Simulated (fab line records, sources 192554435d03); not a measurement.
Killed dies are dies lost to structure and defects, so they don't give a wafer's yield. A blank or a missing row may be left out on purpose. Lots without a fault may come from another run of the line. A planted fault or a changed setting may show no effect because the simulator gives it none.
Problem report in the 8D (eight disciplines) form, filled by code | flow n5_finfet | the parts of the form that need people (team, actions taken, sign-off) are left out

1. THE PROBLEM
M12_ILD_THK at N5_BEOL_M12_THK_MEAS_01 reads a mean of 880 nm on 2 wafers of 2 lots; wafers without a fault read 658 nm with a standard deviation of 7.7. That is +29 standard deviations from the usual mean.
First seen on wafer L562.5, day 15 22:06, on film_metro-02. The record holds 27 wafers of 9 lots with a number at this step. Rule for "out", or "out of limits": more than 4 standard deviations from the usual mean. The other wafers with a number count as sound.

2. WHAT IT IS AND WHAT IT IS NOT
question                    | is                           | is not
which readings at this step | M12_ILD_THK                  | -
which lots                  | L561, L562                   | L544, L545, L548, L549, L557, L560, L563
which wafers of those lots  | L561.6, L562.5               | L561.1, L561.4, L562.1, L562.4
read on which gauges        | film_metro-01, film_metro-02 | -
when                        | from day 15 22:06            | up to then (17 sound wafers); but 8 sound wafers of L560, L561, L563 came after

3. SUSPECTS, AND WHAT RULES EACH OUT
Counting: a tool at a process step up to the reading stays a suspect if it ran every lot that is out. Sound lots after the first of them don't rule it out here, since some wafers of a struck lot are sound.
- the gauge at N5_BEOL_M12_THK_MEAS_01: ruled out. The wafers that are out were read on 2 gauges (film_metro-01, film_metro-02).
- rie_diel-01 at N5_BEOL_M11_STRIP_19 (strips in O2): kept. It ran every lot that is out, first L562 (day 15 16:45); its last sound lot up to then is L549 (day 12 13:27).
- pecvd-01 at N5_BEOL_M12_ILD_DEP_00 (deposits SiOC from DEMS/O2, target thk 658.92 nm, time 130.7 s): kept. It ran every lot that is out, first L562 (day 15 21:58); its last sound lot up to then is L557 (day 14 13:47).
- Within pecvd-01 at N5_BEOL_M12_ILD_DEP_00: the wafers that are out ran in chamber 0; their sound lot-mates ran in chambers 1, 2.
Left after counting: rie_diel-01 at N5_BEOL_M11_STRIP_19, pecvd-01 at N5_BEOL_M12_ILD_DEP_00.

4. THE CAUSE (what the simulator had put in)
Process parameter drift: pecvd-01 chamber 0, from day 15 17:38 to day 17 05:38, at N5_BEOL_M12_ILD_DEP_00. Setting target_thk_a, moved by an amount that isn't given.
Counting left 2 suspects, and this tool is among them.

5. THE CHAIN OF EFFECTS, in route order
Each row: a reading whose mean over the struck wafers that have a number lies more than 3 standard deviations from the usual. Only readings for which the record gives a usual standard deviation are gone through. hours: the time from each lot's start at the first step in this table that gives one to its start at this step, as a median over the lots. sigmas: the change in usual standard deviations.
hours | step                    | reading                  | usual      | on struck wafers | change | sigmas
0     | N5_BEOL_M12_THK_MEAS_01 | M12_ILD_THK              | 658 nm     | 880              | +222   | +29
1     | N5_BEOL_M12_STRIP_63    | oes_product_au           | 0.694 a.u. | 0.669            | -0.024 | -5.2
1     | N5_BEOL_M12_STRIP_63    | strip_time_to_endpoint_s | 42.6 s     | 23.6             | -19.0  | -25
The process steps in it:
- N5_BEOL_M12_STRIP_63: strips in N2/H2.
Later measuring or inspecting steps at which every struck wafer that the step has a row for has a number for every such reading, and none has moved that far: N5_BEOL_M12_INSPECT_12.

6. WHAT WOULD HAVE CAUGHT IT SOONER
In this record the first reading out of limits at a measuring or inspecting step was taken at day 15 22:06, 4 hours after the fault began at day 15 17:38.
Of the tool readings at N5_BEOL_M12_ILD_DEP_00 for which the record gives a usual standard deviation, none was out on any struck wafer, so an alarm limit of 4 standard deviations on them would not have fired.
Of the lots that are out (2), L561 began N5_BEOL_M12_ILD_DEP_00 on pecvd-01 after day 15 22:06. A hold on the tool at that time would have spared it.
